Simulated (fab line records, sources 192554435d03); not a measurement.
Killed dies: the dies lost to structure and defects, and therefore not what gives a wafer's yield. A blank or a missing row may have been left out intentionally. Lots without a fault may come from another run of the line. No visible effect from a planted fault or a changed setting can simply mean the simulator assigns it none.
Matching of chambers | flow n5 finfet | 4 sister chambers for N5_PMOS_HMC_CHANNEL_EPI_CMP_21 on cmp-03
The step polishes SiGe30, target thk 54 nm. 4 wafers are shown with their chamber, then 10 later ones without.

== WAFERS, EACH WITH ITS CHAMBER ==
wafer  | chamber | motor current A (A)
L084.1 | 1       | 13.3
L086.3 | 2       | 13.5
L092.1 | 0       | 11.8
L092.2 | 3       | 14.6

== WAFERS MISSING THEIR CHAMBER ==
wafer  | motor current A (A)
L092.3 | 14.1
L093.1 | 13.6
L093.2 | 13.1
L093.3 | 14.4
L094.2 | 14.0
L094.3 | 13.8
L094.5 | 12.1
L097.1 | 13.8
L097.3 | 13.7
L097.6 | 14.1

== THE CHAMBER EACH PASSED THROUGH ==
wafer  | from the rows above          | in truth
L092.3 | can't be placed: 3 or 2 or 1 | 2
L093.1 | can't be placed: 2 or 1      | 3
L093.2 | can't be placed: 1 or 2      | 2
L093.3 | 3                            | 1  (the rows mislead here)
L094.2 | can't be placed: 2 or 3 or 1 | 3
L094.3 | can't be placed: 2 or 1 or 3 | 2
L094.5 | 0                            | 0
L097.1 | can't be placed: 2 or 1 or 3 | 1
L097.3 | can't be placed: 2 or 1      | 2
L097.6 | can't be placed: 3 or 2 or 1 | 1
Correctly placed: 1 of 10. Not placeable from these rows: 8 (in 7, the candidates include the true chamber). Placed wrongly: 1.
How it was worked out, from the rows above alone: a wafer's distance from a chamber is the root of the sum, over the readings, of the square of ((its reading less the chamber's mean) divided by the reading's scatter). If the next closest chamber is less than 2 further off than the closest, the wafer can't be placed; otherwise it belongs to the closest. The mean given for a chamber averages the wafers shown for that chamber. The scatter: with one shown wafer a chamber, the root of the mean of the squares of how far each hidden wafer lies from its nearest shown one.
